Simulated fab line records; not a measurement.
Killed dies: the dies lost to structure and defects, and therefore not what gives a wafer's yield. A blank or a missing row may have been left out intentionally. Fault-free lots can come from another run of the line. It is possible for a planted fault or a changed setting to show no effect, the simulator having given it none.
fab line records | flow nandHarc
record: lots: 7 wafers: 21 lastDay: 33
route steps=1302 shown A_STAIRCASE@669 END@1302
lots untouched by any fault: they come from a run of this same line in which no faults occurred
startH: start of the lot's first displayed wafer, in hours after the record's first day | waitH: how many hours have passed since the lot's step before this one | " identical to the entry in the row above | L1.1+2: one row covering several wafers at once | - either no value or no given start | * or withheld: withheld | < > ~ a bound
route shown NAME@n: a module of which the file shows steps, and the number in the route of the first | usual: mean and standard deviation over wafers with no fault | same: alike in all rows | chamber/n: place in a boat | sites: the reading at each site | _std_site: the values' standard deviation | _edge_site: mean of outer sites minus mean of inner sites | radiusMm: how far each site lies from the wafer's centre | mask NAME#n: copy n | behind: tool/chamber where the wafer was last shaped | hold: why the lot was held/for how many hours/how that ended | device: the transistor (n, p or np) that didn't switch | end of line: the route-end tests of the same wafers | where a step has no rows: the recipe by itself | killed: dies that structure and defects cost at the first sort, which is not the same as the wafer's yield | map: a wafer's dies, x killed, . not, _ none there
set.NAME: the setting the step ran with; set.NAME@STEP: the setting that earlier step ran with | model.NAME: the simulator's own value behind a step, which no gauge read
lots at selected steps of the route; one table per step, one row per wafer
services: from which hour (startH, from the record's first day; less than 0 if before it) a tool's chamber was out of use, for how many hours, and why
== steps ==
step: NHARC_A_STAIRCASE_ETCH_13
recipe: targetDepthA: 1000 timeS: 40.5 ionEnergyEv: 400 c4f8FlowSccm: 20 o2FlowSccm: 10 arFlowSccm: withheld rfW: 600 biasW: 1000 chemistry: C4F8/O2
step: NHARC_A_STAIRCASE_TRIM_14
recipe: timeS: 211.2 o2FlowSccm: 500 arFlowSccm: 0 biasW: 0 chemistry: O2
step: NHARC_A_STAIRCASE_ETCH_15
recipe: targetDepthA: 1000 timeS: 40.5 ionEnergyEv: 400 c4f8FlowSccm: 20 o2FlowSccm: 10 arFlowSccm: withheld rfW: 600 biasW: 1000 chemistry: C4F8/O2
step: NHARC_A_STAIRCASE_TRIM_16
recipe: timeS: 211.2 o2FlowSccm: 500 arFlowSccm: 0 biasW: 0 chemistry: O2
usual: chamberPressureMTorr: 60.00/0.052 drypumpMotorCurrentA: 5.9/0.41 oesProductAu: 1.004/0.0074 rfVppV: 57.7/0.88 showerheadPlenumPTorr: 3.51/0.14 throttleValvePct: 17.036/0.009
same: biasW: 0
columns lot.wafer tool chamber startH waitH chamberPressureMTorr drypumpMotorCurrentA oesProductAu rfHoursCounterH rfVppV showerheadPlenumPTorr throttleValvePct
L902.1 rieDiel-10 3 - - 59.97 5.4 1.002 48 57.9 3.56 17.042
L902.2 " 0 " " 60.00 5.9 0.999 43 58.1 3.54 17.029
L902.6 " 2 " " 60.06 6.3 0.995 - 58.3 3.40 17.032
L906.1 rieDiel-10 1 - - 60.04 5.8 0.996 52 58.8 3.74 17.040
L906.5 " 1 " " 60.05 5.9 0.997 - 59.1 3.74 17.034
L906.6 " 2 " " 59.98 6.3 1.004 - 56.4 3.39 17.030
L908.3 rieDiel-10 1 - - 60.03 5.9 1.003 6 60.4 3.73 17.036
L908.6 " 2 " " 59.95 6.4 1.011 - 58.3 3.38 17.042
L908.5 " 1 " " 60.05 5.9 1.000 - 58.0 3.73 17.028
L910.3 rieDiel-10 3 - - 59.97 5.4 1.018 8 57.8 3.55 17.036
L910.1 " 1 " " 59.93 5.9 0.994 8 57.2 3.73 17.031
L910.6 " 1 " " 60.01 5.9 1.006 - 60.3 3.73 17.030
L911.3 rieDiel-04 0 - - 59.98 5.4 1.005 34 57.3 3.44 17.045
L911.2 " 1 " " 60.04 6.4 1.008 33 58.5 3.50 17.034
L911.6 " 0 " " 60.00 5.4 0.992 - 56.9 3.44 17.026
L919.2 rieDiel-04 0 - - 59.97 5.4 0.995 4 57.8 3.43 17.031
L919.5 " 0 " " 59.97 5.4 0.999 - 57.5 3.43 17.024
L919.6 " 1 " " 60.01 6.4 1.004 - 57.8 3.49 17.031
L920.4 rieDiel-10 1 - - 59.99 5.8 1.001 41 58.4 3.71 17.049
L920.1 " 2 " " 60.08 6.3 1.016 46 56.8 3.36 17.023
L920.5 " 2 " " 59.92 6.3 1.011 - 57.9 3.36 17.020
step: NHARC_A_STAIRCASE_ETCH_17
recipe: targetDepthA: 1000 timeS: 40.5 ionEnergyEv: 400 c4f8FlowSccm: 20 o2FlowSccm: 10 arFlowSccm: withheld rfW: 600 biasW: 1000 chemistry: C4F8/O2
usual: oesProductAu: 0.945/0.0083 rfVppV: 895/5.4
columns lot.wafer tool chamber startH waitH oesProductAu rfHoursCounterH rfVppV
L902.1 rieDiel-10 3 - - 0.950 48 897
L902.2 " 0 " " 0.936 43 897
L902.6 " 2 " " 0.937 - 892
L906.1 rieDiel-10 3 - - 0.939 54 899
L906.6 " 2 " " 0.939 - 892
L906.5 " 3 " " 0.938 - 896
L908.3 rieDiel-10 2 - - 0.934 6 891
L908.6 " 3 " " 0.939 - 898
L908.5 " 1 " " 0.937 - 903
L910.1 rieDiel-10 3 - - 0.945 8 896
L910.3 " 1 " " 0.935 8 903
L910.6 " 1 " " 0.939 - 903
L911.3 rieDiel-04 3 - - 0.943 36 887
L911.2 " 0 " " 0.957 34 892
L911.6 " 3 " " 0.944 - 888
L919.2 rieDiel-04 2 - - 0.954 6 888
L919.6 " 2 " " 0.954 - 888
L919.5 " 3 " " 0.948 - 887
L920.1 rieDiel-10 1 - - 0.943 42 903
L920.4 " 2 " " 0.947 46 889
L920.5 " 0 " " 0.957 - 896
step: NHARC_A_STAIRCASE_TRIM_18
recipe: timeS: 211.2 o2FlowSccm: 500 arFlowSccm: 0 biasW: 0 chemistry: O2
step: NHARC_A_STAIRCASE_ETCH_19
recipe: targetDepthA: 1000 timeS: 40.5 ionEnergyEv: 400 c4f8FlowSccm: 20 o2FlowSccm: 10 arFlowSccm: withheld rfW: 600 biasW: 1000 chemistry: C4F8/O2
usual: oesProductAu: 0.943/0.0094 rfVppV: 895/5.4
columns lot.wafer tool chamber startH waitH oesProductAu rfHoursCounterH rfVppV
L902.2 rieDiel-10 3 - - 0.945 48 898
L902.1 " 1 " " 0.946 46 903
L902.6 " 3 " " 0.940 - 898
L906.1 rieDiel-10 3 - - 0.940 54 897
L906.6 " 3 " " 0.935 - 896
L906.5 " 2 " " 0.946 - 891
L908.3 rieDiel-10 2 - - 0.941 7 892
L908.6 " 1 " " 0.936 - 903
L908.5 " 2 " " 0.941 - 890
L910.3 rieDiel-10 3 - - 0.926 8 897
L910.1 " 1 " " 0.922 8 903
L910.6 " 1 " " 0.936 - 903
L911.2 rieDiel-04 3 - - 0.932 37 888
L911.3 " 0 " " 0.936 35 893
L911.6 " 3 " " 0.937 - 889
L919.2 rieDiel-04 2 - - 0.937 6 889
L919.6 " 0 " " 0.927 - 891
L919.5 " 1 " " 0.937 - 895
L920.4 rieDiel-10 1 - - 0.949 42 904
L920.1 " 2 " " 0.939 46 889
L920.5 " 1 " " 0.951 - 902
step: NHARC_A_STAIRCASE_TRIM_20
recipe: timeS: 211.2 o2FlowSccm: 500 arFlowSccm: 0 biasW: 0 chemistry: O2
usual: chamberPressureMTorr: 59.99/0.058 drypumpMotorCurrentA: 5.9/0.42 oesProductAu: 1.005/0.0068 rfVppV: 57.6/0.85 showerheadPlenumPTorr: 3.49/0.15 throttleValvePct: 17.036/0.0091
same: biasW: 0
columns lot.wafer tool chamber startH waitH chamberPressureMTorr drypumpMotorCurrentA oesProductAu rfHoursCounterH rfVppV showerheadPlenumPTorr throttleValvePct
L902.2 rieDiel-03 3 393.12 0.1 60.05 6.1 1.020 41 58.0 3.63 17.056
L902.1 " 2 " " 60.03 6.9 1.007 33 58.7 3.61 17.044
L902.6 " 0 " " 59.97 6.1 1.004 - 59.8 3.78 17.043
L906.1 rieDiel-04 0 411.97 0.1 60.11 5.4 0.996 17 57.5 3.45 17.012
L906.6 " 2 " " 59.93 6.0 1.002 - 57.6 3.35 17.033
L906.5 " 3 " " 60.02 5.7 0.988 - 56.8 3.33 17.042
L908.3 rieDiel-04 1 452.32 0.2 60.06 6.3 1.004 - 56.8 3.51 17.026
L908.6 " 3 " " 59.99 5.7 1.005 - 58.7 3.32 17.025
L908.5 " 1 " " 60.05 6.4 1.004 - 57.4 3.51 17.037
L910.1 rieDiel-04 0 458.30 0.1 59.95 5.4 1.005 35 57.1 3.44 17.046
L910.3 " 3 " " 59.97 5.7 1.009 37 57.7 3.32 17.033
L910.6 " 0 " " 59.95 5.4 1.018 - 57.1 3.44 17.024
L911.3 rieDiel-10 3 458.69 0.1 60.01 5.4 1.009 9 56.5 3.55 17.034
L911.2 " 1 " " 59.93 5.8 1.006 9 59.3 3.73 17.040
L911.6 " 2 " " 59.99 6.4 1.006 - 56.8 3.38 17.025
L919.2 rieDiel-03 2 553.71 0.1 59.99 6.9 1.010 25 57.7 3.59 17.024
L919.5 " 0 " " 60.01 6.1 1.003 - 57.8 3.75 17.034
L919.6 " 1 " " 60.05 5.2 0.997 - 59.6 3.76 17.041
L920.1 rieDiel-10 0 557.08 0.1 60.02 5.9 1.008 27 57.4 3.52 17.036
L920.4 " 2 " " 60.01 6.4 1.005 46 57.5 3.36 17.042
L920.5 " 0 " " 60.03 5.9 1.010 - 57.8 3.52 17.025
step: NHARC_A_STAIRCASE_ETCH_21
recipe: targetDepthA: 1000 timeS: 40.5 ionEnergyEv: 400 c4f8FlowSccm: 20 o2FlowSccm: 10 arFlowSccm: withheld rfW: 600 biasW: 1000 chemistry: C4F8/O2
step: NHARC_A_STAIRCASE_TRIM_22
recipe: timeS: 211.2 o2FlowSccm: 500 arFlowSccm: 0 biasW: 0 chemistry: O2
step: NHARC_A_STAIRCASE_ETCH_23
recipe: targetDepthA: 1000 timeS: 40.5 ionEnergyEv: 400 c4f8FlowSccm: 20 o2FlowSccm: 10 arFlowSccm: withheld rfW: 600 biasW: 1000 chemistry: C4F8/O2
step: NHARC_A_STAIRCASE_TRIM_24
recipe: timeS: 211.2 o2FlowSccm: 500 arFlowSccm: 0 biasW: 0 chemistry: O2
usual: biasW: 0/0 chamberPressureMTorr: 60.00/0.056 drypumpMotorCurrentA: 5.9/0.43 oesProductAu: 1.003/0.0068 rfVppV: 57.8/1 showerheadPlenumPTorr: 3.49/0.15 throttleValvePct: 17.037/0.0096
columns lot.wafer tool chamber startH waitH biasW chamberPressureMTorr drypumpMotorCurrentA oesProductAu rfHoursCounterH rfVppV showerheadPlenumPTorr throttleValvePct
L902.2 rieDiel-03 3 393.64 - 0 60.00 6.0 1.006 42 58.1 3.63 17.036
L902.1 " 0 " " 0 60.00 6.1 1.000 41 60.4 3.78 17.040
L902.6 " 2 " " 0 59.99 6.9 0.995 - 58.1 3.61 17.026
L906.1 rieDiel-04 2 412.44 - 0 59.96 6.0 1.012 17 57.8 3.35 17.036
L906.6 " 1 " " 0 59.93 6.3 1.006 - 57.7 3.52 17.042
L906.5 " 2 " " 0 59.92 6.0 1.007 - 56.0 3.35 17.052
L908.3 rieDiel-04 3 453.05 - - - - - - - - -
L908.6 " 1 " " - - - - - - - -
L908.5 " 3 " " - - - - - - - -
L911.3 rieDiel-10 3 459.50 - - - - - - - - -
L911.2 " 1 " " - - - - - - - -
L911.6 " 1 " " - - - - - - - -
L910.3 rieDiel-04 0 466.95 - - - - - - - - -
L910.1 " 1 " " - - - - - - - -
L910.6 " 1 " " - - - - - - - -
L919.2 rieDiel-03 0 554.24 - 0 59.98 6.1 0.992 28 59.6 3.75 17.037
L919.6 " 1 " " 0 60.05 5.2 0.993 - 59.5 3.76 17.038
L919.5 " 2 " " 0 60.08 6.9 1.001 - 57.3 3.59 17.042
L920.1 rieDiel-10 0 557.59 - 0 59.91 5.9 1.011 27 58.7 3.52 17.028
L920.4 " 1 " " 0 60.05 5.8 1.005 42 57.6 3.71 17.048
L920.5 " 2 " " 0 59.95 6.4 0.995 - 57.5 3.36 17.041
step: NHARC_A_STAIRCASE_ETCH_25
recipe: targetDepthA: 1000 timeS: 40.5 ionEnergyEv: 400 c4f8FlowSccm: 20 o2FlowSccm: 10 arFlowSccm: withheld rfW: 600 biasW: 1000 chemistry: C4F8/O2
usual: oesProductAu: 0.948/0.011 rfVppV: 895/5.5
columns lot.wafer tool chamber startH waitH oesProductAu rfHoursCounterH rfVppV
L902.2 rieDiel-03 1 - - 0.955 37 904
L902.1 " 2 " " 0.949 33 898
L902.6 " 0 " " 0.953 - 906
L906.1 rieDiel-04 3 - - 0.948 19 887
L906.6 " 3 " " 0.954 - 887
L906.5 " 0 " " 0.957 - 894
L908.3 rieDiel-04 1 - - 0.936 - 895
L908.5 " 3 " " 0.941 - 889
L908.6 " 1 " " 0.946 - 896
L911.3 rieDiel-10 2 - - 0.929 9 891
L911.2 " 3 " " 0.927 9 897
L911.6 " 3 " " 0.935 - 897
L910.3 rieDiel-04 1 - - 0.942 41 897
L910.1 " 3 " " 0.932 45 887
L910.6 " 3 " " 0.938 - 888
L919.2 rieDiel-03 0 - - 0.952 28 904
L919.5 " 0 " " 0.944 - 905
L919.6 " 1 " " 0.945 - 905
L920.4 rieDiel-10 1 - - 0.954 42 903
L920.1 " 2 " " 0.940 47 890
L920.5 " 0 " " 0.952 - 895
step: NHARC_END_SORT_01
recipe: tempC: 25
usual: killedAtArray: 63/18 killedAtOther: 1.1/1.3 killedAtPeriphery: 4.3/2.8 killedDies: 68/18 killedOpen: 3.3/2 killedShort: 2.4/1.6
same: grossDies: 677
columns lot.wafer tool chamber startH waitH hold killedAtArray killedAtOther killedAtPeriphery killedDies killedOpen killedShort
L902.1 prober-01 0 592.32 2.6 - 87 0 3 90 3 2
L902.2 prober-01 0 593.11 2.8 - 82 0 7 89 8 3
L902.6 prober-01 0 596.25 3.9 - 78 0 3 81 4 2
L906.1 prober-02 0 729.10 2.5 - 76 1 4 81 5 1
L906.5 prober-02 0 732.25 3.7 - 72 1 2 75 2 4
L906.6 prober-02 0 733.04 3.9 - 63 2 1 66 1 0
L908.3 prober-01 0 730.56 3.1 awaitDispo/4.4h/scrap 670 2 5 677 3 6
L908.5 prober-01 0 732.14 3.7 awaitDispo/4.4h/scrap 669 1 7 677 4 0
L908.6 prober-01 0 732.93 4.0 awaitDispo/4.4h/scrap 670 0 7 677 2 5
L911.2 prober-02 0 737.67 2.8 awaitDispo/3.3h/scrap 671 3 3 677 3 3
L911.3 prober-02 0 738.48 3.1 awaitDispo/3.3h/scrap 674 1 2 677 4 1
L911.6 prober-02 0 740.91 4.1 awaitDispo/3.3h/scrap 670 1 6 677 4 2
L910.1 prober-01 0 744.56 2.5 awaitDispo/1.9h/scrap 669 5 3 677 1 2
L910.3 prober-01 0 746.15 3.1 awaitDispo/1.9h/scrap 672 2 3 677 6 2
L910.6 prober-01 0 748.55 4.0 awaitDispo/1.9h/scrap 670 0 7 677 4 2
L920.1 prober-01 0 783.62 2.5 - 63 3 3 69 3 0
L920.4 prober-01 0 785.98 3.3 - 61 3 4 68 4 0
L920.5 prober-01 0 786.77 3.6 - 55 2 3 60 3 1
killed by level:class
L902.1 A_CHANNEL_HOLE_D1:chamberFilmFlake=31 A_SLIT:chamberFilmFlake=23 A_CHANNEL_HOLE_D2:chamberFilmFlake=10 A_CONTACT:chamberFilmFlake=9 A_STAIRCASE:chamberFilmFlake=8 P_ZERO_WELL:chamberFilmFlake=2 P_M2:geometricParticle:short=1 A_CHANNEL_FILL_D1:geometricParticle:open=1
L902.2 A_CHANNEL_HOLE_D1:chamberFilmFlake=33 A_SLIT:chamberFilmFlake=24 A_CHANNEL_HOLE_D2:chamberFilmFlake=6 A_STAIRCASE:chamberFilmFlake=5 A_CONTACT:chamberFilmFlake=5 A_DECK1_JOINT:geometricParticle:open=2 P_GATE:chamberFilmFlake=2 P_ZERO_WELL:geometricParticle:open=1
L902.6 A_CHANNEL_HOLE_D1:chamberFilmFlake=35 A_SLIT:chamberFilmFlake=19 A_CHANNEL_HOLE_D2:chamberFilmFlake=8 A_STAIRCASE:chamberFilmFlake=4 A_CONTACT:chamberFilmFlake=4 A_CHANNEL_FILL_D1:geometricParticle:open=3 P_GATE:chamberFilmFlake=2 A_DECK1_JOINT:geometricParticle:short=1
L906.1 A_CHANNEL_HOLE_D2:chamberFilmFlake=31 A_SLIT:chamberFilmFlake=31 A_CONTACT:chamberFilmFlake=4 A_STAIRCASE:chamberFilmFlake=3 A_CHANNEL_HOLE_D1:chamberFilmFlake=2 A_DECK1_JOINT:chamberFilmFlake=2 P_STI:geometricParticle:open=1 P_M0:geometricParticle:open=1
L908.3 A_STAIRCASE:areaTrim=646 A_CHANNEL_HOLE_D1:chamberFilmFlake=5 P_BONDPAD:chamberFilmFlake=3 A_STAIRCASE:chamberFilmFlake=3 A_DECK1_JOINT:geometricParticle:short=2 A_WL_FILL:geometricParticle:short=2 A_DECK1_JOINT:chamberFilmFlake=2 A_CHANNEL_HOLE_D2:unspecified=2
L908.5 A_STAIRCASE:areaTrim=657 P_BONDPAD:chamberFilmFlake=5 A_SLIT:chamberFilmFlake=3 A_M0:geometricParticle:open=2 P_GATE:chamberFilmFlake=2 A_STAIRCASE:chamberFilmFlake=2 A_CHANNEL_FILL_D1:geometricParticle:open=1 A_ONON_D2:geometricParticle:open=1
L906.5 A_CHANNEL_HOLE_D2:chamberFilmFlake=35 A_SLIT:chamberFilmFlake=25 A_CONTACT:chamberFilmFlake=3 A_CHANNEL_HOLE_D1:chamberFilmFlake=2 A_CHANNEL_FILL_D1:geometricParticle:short=1 A_CHANNEL_FILL_D1:geometricParticle:open=1 A_CHANNEL_HOLE_D2:geometricParticle:short=1 A_CHANNEL_FILL_D2:geometricParticle:short=1
L908.6 A_STAIRCASE:areaTrim=653 A_WL_FILL:geometricParticle:short=3 P_GATE:chamberFilmFlake=3 P_BONDPAD:chamberFilmFlake=3 A_CHANNEL_HOLE_D1:chamberFilmFlake=3 A_STAIRCASE:chamberFilmFlake=2 A_CONTACT:chamberFilmFlake=2 P_CONTACT:geometricParticle:open=1
L906.6 A_SLIT:chamberFilmFlake=28 A_CHANNEL_HOLE_D2:chamberFilmFlake=27 A_STAIRCASE:chamberFilmFlake=3 A_CONTACT:chamberFilmFlake=2 THIN_TSV:chamberFilmFlake=2 A_ONON_D2:geometricParticle:open=1 P_M1:chamberFilmFlake=1 A_CHANNEL_FILL_D1:chamberFilmFlake=1
L911.2 A_STAIRCASE:areaTrim=620 A_SLIT:chamberFilmFlake=19 A_CONTACT:chamberFilmFlake=12 A_CHANNEL_HOLE_D2:chamberFilmFlake=8 A_WL_FILL:chamberFilmFlake=4 P_M2:chamberFilmFlake=2 A_CHANNEL_HOLE_D1:chamberFilmFlake=2 THIN_TSV:chamberFilmFlake=2
L911.3 A_STAIRCASE:areaTrim=627 A_SLIT:chamberFilmFlake=26 A_CHANNEL_HOLE_D2:chamberFilmFlake=5 A_CONTACT:chamberFilmFlake=4 A_CHANNEL_HOLE_D1:chamberFilmFlake=2 A_STAIRCASE:chamberFilmFlake=2 A_WL_FILL:chamberFilmFlake=2 A_ONON_D1:geometricParticle:short=1
L911.6 A_STAIRCASE:areaTrim=618 A_SLIT:chamberFilmFlake=24 A_CONTACT:chamberFilmFlake=9 A_CHANNEL_HOLE_D2:chamberFilmFlake=7 A_STAIRCASE:chamberFilmFlake=4 A_WL_FILL:chamberFilmFlake=3 P_M2:chamberFilmFlake=2 P_M0:geometricParticle:open=1
L910.1 A_STAIRCASE:areaTrim=598 A_SLIT:chamberFilmFlake=30 A_CHANNEL_HOLE_D1:chamberFilmFlake=28 THIN_TSV:chamberFilmFlake=5 A_CONTACT:chamberFilmFlake=4 A_STAIRCASE:chamberFilmFlake=3 A_SGD_CUT:geometricParticle:open=1 A_WL_FILL:geometricParticle:short=1
L910.3 A_STAIRCASE:areaTrim=591 A_CHANNEL_HOLE_D1:chamberFilmFlake=36 A_SLIT:chamberFilmFlake=26 A_STAIRCASE:chamberFilmFlake=4 A_CONTACT:chamberFilmFlake=4 P_GATE:chamberFilmFlake=2 A_WL_FILL:chamberFilmFlake=2 THIN_TSV:chamberFilmFlake=2
L910.6 A_STAIRCASE:areaTrim=587 A_CHANNEL_HOLE_D1:chamberFilmFlake=33 A_SLIT:chamberFilmFlake=29 A_CONTACT:chamberFilmFlake=6 P_GATE:chamberFilmFlake=4 A_BONDPAD:chamberFilmFlake=4 A_STAIRCASE:chamberFilmFlake=3 A_WL_FILL:chamberFilmFlake=2
L920.1 A_SLIT:chamberFilmFlake=30 A_CHANNEL_HOLE_D1:chamberFilmFlake=14 A_CONTACT:chamberFilmFlake=8 A_CHANNEL_HOLE_D2:chamberFilmFlake=5 HYBRID_BOND:chamberFilmFlake=3 P_GATE:chamberFilmFlake=2 A_CHANNEL_FILL_D2:geometricParticle:open=1 A_CONTACT:geometricParticle:open=1
L920.4 A_SLIT:chamberFilmFlake=30 A_CONTACT:chamberFilmFlake=9 A_CHANNEL_HOLE_D1:chamberFilmFlake=4 A_DECK1_JOINT:chamberFilmFlake=4 A_CHANNEL_FILL_D1:chamberFilmFlake=3 HYBRID_BOND:chamberFilmFlake=3 A_WL_FILL:chamberFilmFlake=3 A_CHANNEL_FILL_D1:geometricParticle:open=2
L920.5 A_SLIT:chamberFilmFlake=23 A_CONTACT:chamberFilmFlake=12 A_CHANNEL_HOLE_D1:chamberFilmFlake=11 A_WL_FILL:chamberFilmFlake=3 P_M1:chamberFilmFlake=2 HYBRID_BOND:chamberFilmFlake=2 A_ONON_D1:geometricParticle:open=1 A_WL_FILL:geometricParticle:short=1
map L908.3 (x killed, . not)
____________x____________
_________xxxxxxx_________
_______xxxxxxxxxxx_______
______xxxxxxxxxxxxx______
_____xxxxxxxxxxxxxxx_____
____xxxxxxxxxxxxxxxxx____
____xxxxxxxxxxxxxxxxx____
___xxxxxxxxxxxxxxxxxxx___
___xxxxxxxxxxxxxxxxxxx___
__xxxxxxxxxxxxxxxxxxxxx__
__xxxxxxxxxxxxxxxxxxxxx__
_xxxxxxxxxxxxxxxxxxxxxxx_
_xxxxxxxxxxxxxxxxxxxxxxx_
_xxxxxxxxxxxxxxxxxxxxxxx_
_xxxxxxxxxxxxxxxxxxxxxxx_
_xxxxxxxxxxxxxxxxxxxxxxx_
xxxxxxxxxxxxxxxxxxxxxxxxx
xxxxxxxxxxxxxxxxxxxxxxxxx
xxxxxxxxxxxxxxxxxxxxxxxxx
xxxxxxxxxxxxxxxxxxxxxxxxx
xxxxxxxxxxxxxxxxxxxxxxxxx
_xxxxxxxxxxxxxxxxxxxxxxx_
_xxxxxxxxxxxxxxxxxxxxxxx_
_xxxxxxxxxxxxxxxxxxxxxxx_
_xxxxxxxxxxxxxxxxxxxxxxx_
_xxxxxxxxxxxxxxxxxxxxxxx_
__xxxxxxxxxxxxxxxxxxxxx__
__xxxxxxxxxxxxxxxxxxxxx__
___xxxxxxxxxxxxxxxxxxx___
___xxxxxxxxxxxxxxxxxxx___
____xxxxxxxxxxxxxxxxx____
____xxxxxxxxxxxxxxxxx____
_____xxxxxxxxxxxxxxx_____
______xxxxxxxxxxxxx______
_______xxxxxxxxxxx_______
_________xxxxxxx_________
____________x____________
map L910.1 (x killed, . not)
____________x____________
_________xxxxxxx_________
_______xxxxxxxxxxx_______
______xxxxxxxxxxxxx______
_____xxxxxxxxxxxxxxx_____
____xxxxxxxxxxxxxxxxx____
____xxxxxxxxxxxxxxxxx____
___xxxxxxxxxxxxxxxxxxx___
___xxxxxxxxxxxxxxxxxxx___
__xxxxxxxxxxxxxxxxxxxxx__
__xxxxxxxxxxxxxxxxxxxxx__
_xxxxxxxxxxxxxxxxxxxxxxx_
_xxxxxxxxxxxxxxxxxxxxxxx_
_xxxxxxxxxxxxxxxxxxxxxxx_
_xxxxxxxxxxxxxxxxxxxxxxx_
_xxxxxxxxxxxxxxxxxxxxxxx_
xxxxxxxxxxxxxxxxxxxxxxxxx
xxxxxxxxxxxxxxxxxxxxxxxxx
xxxxxxxxxxxxxxxxxxxxxxxxx
xxxxxxxxxxxxxxxxxxxxxxxxx
xxxxxxxxxxxxxxxxxxxxxxxxx
_xxxxxxxxxxxxxxxxxxxxxxx_
_xxxxxxxxxxxxxxxxxxxxxxx_
_xxxxxxxxxxxxxxxxxxxxxxx_
_xxxxxxxxxxxxxxxxxxxxxxx_
_xxxxxxxxxxxxxxxxxxxxxxx_
__xxxxxxxxxxxxxxxxxxxxx__
__xxxxxxxxxxxxxxxxxxxxx__
___xxxxxxxxxxxxxxxxxxx___
___xxxxxxxxxxxxxxxxxxx___
____xxxxxxxxxxxxxxxxx____
____xxxxxxxxxxxxxxxxx____
_____xxxxxxxxxxxxxxx_____
______xxxxxxxxxxxxx______
_______xxxxxxxxxxx_______
_________xxxxxxx_________
____________x____________
== services ==
columns tool chamber startH hours kind
rieDiel-10 0 374.02 - clean
rieDiel-10 1 374.02 - clean
rieDiel-10 2 374.02 - clean
rieDiel-10 3 374.02 - clean
rieDiel-10 1 378.57 7.1 repair
rieDiel-03 2 388.47 3.9 repair
rieDiel-10 0 398.52 - clean
rieDiel-10 1 398.52 - clean
rieDiel-10 2 398.52 - clean
rieDiel-10 3 398.52 - clean
rieDiel-10 0 408.18 57.3 repair
rieDiel-10 - 421.20 9.0 pm
rieDiel-10 1 421.20 9.0 ventCycle
rieDiel-10 2 421.20 9.0 ventCycle
rieDiel-10 3 421.20 9.0 ventCycle
rieDiel-04 3 426.47 1.7 repair
rieDiel-10 1 430.20 - clean
rieDiel-04 2 445.86 34.0 repair
rieDiel-03 - 460.74 9.0 pm
rieDiel-03 0 475.38 9.6 repair
rieDiel-03 2 490.23 16.0 repair
rieDiel-04 0 505.96 4.3 repair
rieDiel-04 2 523.84 18.4 repair
rieDiel-04 - 532.03 9.0 pm
== key ==
firstSign: step: NHARC_A_STAIRCASE_TRIM_24 reading: toolRecord direction: missing
effect: step: NHARC_END_SORT_01 reading: killedAtArray direction: up sigmas: 34 usual: 63 struck: 671
moreKillsBornAt: NHARC_A_STAIRCASE_TRIM_24@rieDiel-04: 3732 NHARC_A_STAIRCASE_TRIM_24@rieDiel-10: 1865
metAt NHARC_A_STAIRCASE_TRIM_24
struckWafers L908.3,L908.5,L908.6,L910.1,L910.3,L910.6,L911.2,L911.3,L911.6
laterRowsLeftOut L908.3,L908.5,L908.6,L910.1,L910.3,L910.6,L911.2,L911.3,L911.6
testerLeftOut L908,L910,L911
onsetBetween 412.44 453.05
fault: kind: skippedStepWhole tool: rieDiel-04,rieDiel-10 chamber: - onsetH: 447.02 steps: NHARC_A_STAIRCASE_TRIM_24 scope: struckLotsOnly
testerLeftOut: of these lots the tester's yield and bins aren't shown, on N5 and GAA mostly nor the transistor test; their killed dies are dies lost to structure and defects alone, not to doping, threshold or leakage, so they don't give the yield
laterRowsLeftOut: the simulator's readings of these wafers behind a module that went badly wrong aren't trusted and aren't shown, but for the sort
